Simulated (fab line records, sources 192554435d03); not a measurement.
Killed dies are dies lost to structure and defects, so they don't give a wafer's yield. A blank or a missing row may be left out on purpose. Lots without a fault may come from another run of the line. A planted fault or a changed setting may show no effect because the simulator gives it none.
One fault seen from 2 desks | flow n5_finfet | each desk has only its own numbers; what lay behind them comes last

THE METROLOGY DESK
What the gauges read, lot by lot, whatever tool the lot ran on: means of the sampled wafers that have a number. A lot is out of limits, marked OUT, if its mean lies more than 4 standard deviations from the usual mean; the brackets give that distance.
Columns: A = cd_nm at N5_HKMG_FIN_CD_MEAS_12, usual 92.6 nm; B = NWFM_OVL at N5_HKMG_FIN_OVL_MEAS_13, usual 0.4 nm
lot  | first seen here | A    | B
L367 | day 4 04:10     | 92.8 | 0.5
L370 | day 4 19:33     | 92.5 | 0.3
L371 | day 5 02:46     | 93.9 | 0.0
L373 | day 5 20:46     | 93.1 | 0.5
L388 | day 9 07:18     | 92.4 | 1.2
This desk's finding: nothing out of limits on any of the 5 lots.

THE DEFECT DESK
What the inspections along the route counted, lot by lot: means of the sampled wafers that have a number. A lot is out of limits, marked OUT, if its mean lies more than 4 standard deviations from the usual mean; the brackets give that distance.
Columns: A = raw_defect_count at N5_HKMG_FIN_INSPECT_14, usual 2
lot  | first seen here | A
L367 | day 4 04:13     | 4
L370 | day 4 19:37     | 1
L371 | day 5 02:49     | 0
L373 | day 5 20:49     | 2
L388 | day 9 07:21     | 4
This desk's finding: nothing out of limits on any of the 5 lots.

PUT TOGETHER
The metrology desk saw nothing out of limits.
The defect desk saw nothing out of limits.

WHAT THE SIMULATOR HAD PUT IN
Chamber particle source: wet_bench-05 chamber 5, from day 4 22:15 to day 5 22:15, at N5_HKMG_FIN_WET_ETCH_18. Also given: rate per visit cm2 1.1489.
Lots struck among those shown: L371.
